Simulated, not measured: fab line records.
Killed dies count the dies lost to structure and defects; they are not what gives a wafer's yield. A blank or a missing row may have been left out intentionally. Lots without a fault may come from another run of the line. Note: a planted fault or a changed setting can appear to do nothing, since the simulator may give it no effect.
Which of the tools did it? / flow n5-finfet / at 1 step of a route of 1938, 22 lots with 66 wafers sampled

== WHAT THE GAUGES READ, wafer by wafer ==
N5_BEOL_M6_CD_MEAS_35: target cd 40 nm, target cd y 28 nm.
lot=L074; measured=day 9 15:32; on=cd-sem-01; cd-nm (nm)=40.0 41.0 40.1
lot=L075; measured=day 9 18:55; on=cd-sem-02; cd-nm (nm)=39.7 38.7 39.9
lot=L076; measured=day 9 19:07; on=cd-sem-01; cd-nm (nm)=39.7 40.3 40.6
lot=L078; measured=day 9 19:08; on=cd-sem-02; cd-nm (nm)=38.9 38.6 39.0
lot=L077; measured=day 10 05:20; on=cd-sem-03; cd-nm (nm)=38.8 40.1 39.9
lot=L081; measured=day 10 09:49; on=cd-sem-02; cd-nm (nm)=39.8 39.4 39.1
lot=L080; measured=day 10 15:38; on=cd-sem-02; cd-nm (nm)=39.7 37.7 38.9
lot=L079; measured=day 10 18:21; on=cd-sem-02; cd-nm (nm)=39.0 39.5 39.8
lot=L083; measured=day 10 21:55; on=cd-sem-01; cd-nm (nm)=39.8 40.9 40.5
lot=L084; measured=day 11 16:26; on=cd-sem-02; cd-nm (nm)=37.8 38.3 38.1
lot=L085; measured=day 11 19:01; on=cd-sem-03; cd-nm (nm)=40.0 40.0 39.1
lot=L086; measured=day 12 03:27; on=cd-sem-01; cd-nm (nm)=39.2 40.1 40.1
lot=L088; measured=day 12 07:40; on=cd-sem-03; cd-nm (nm)=40.0 38.1 40.2
lot=L092; measured=day 12 21:11; on=cd-sem-01; cd-nm (nm)=38.4 39.5 40.0
lot=L087; measured=day 12 22:08; on=cd-sem-03; cd-nm (nm)=39.3 39.7 39.0
lot=L090; measured=day 13 06:50; on=cd-sem-02; cd-nm (nm)=41.3 40.1 39.8
lot=L091; measured=day 13 07:15; on=cd-sem-03; cd-nm (nm)=37.8 38.9 39.8
lot=L093; measured=day 13 12:08; on=cd-sem-03; cd-nm (nm)=40.0 40.6 40.2
lot=L094; measured=day 13 12:11; on=cd-sem-01; cd-nm (nm)=39.3 38.9 39.6
lot=L095; measured=day 14 19:28; on=cd-sem-01; cd-nm (nm)=39.9 39.1 40.1
lot=L097; measured=day 15 02:19; on=cd-sem-01; cd-nm (nm)=39.2 40.0 39.9
lot=L096; measured=day 15 22:13; on=cd-sem-03; cd-nm (nm)=39.7 38.6 39.2

== WHICH TOOL RAN EACH LOT (tool, then ch and the chambers of the sampled wafers, then the start) ==
The record holds no process step before these readings.

== AS READ BY THE TOOLS THEMSELVES (means over the sampled wafers that have a number; for cases with no such wafer, the mark the record gives instead) ==
The record holds no such reading with a usual standard deviation.

== THE ANSWER, worked out from the rows above alone ==
Rule: usual is defined by the lots themselves. Put in order of their means at a reading, lots are off if they are a third of the lots or fewer, leave a main group of 4 or more, and stand apart from it by a gap of 3 or more times the standard deviation of the main group's means; of several such gaps the widest counts. If all means in a main group match to the digits the tables above print for the reading, that group is not used. Also off: a lot with no number at a reading for which 4 or more lots have one. All remaining lots with rows at the step are treated as sound. First the gauges in route order, then the tools' own readings, where a lot's mean is used as printed above. At the first step where some lot is off, the reading lying furthest off is the one used; lots without a number count as furthest.
No lot is off on any of the readings shown, so nothing can be concluded from this.

== WHAT THE SIMULATOR HAD INSERTED ==
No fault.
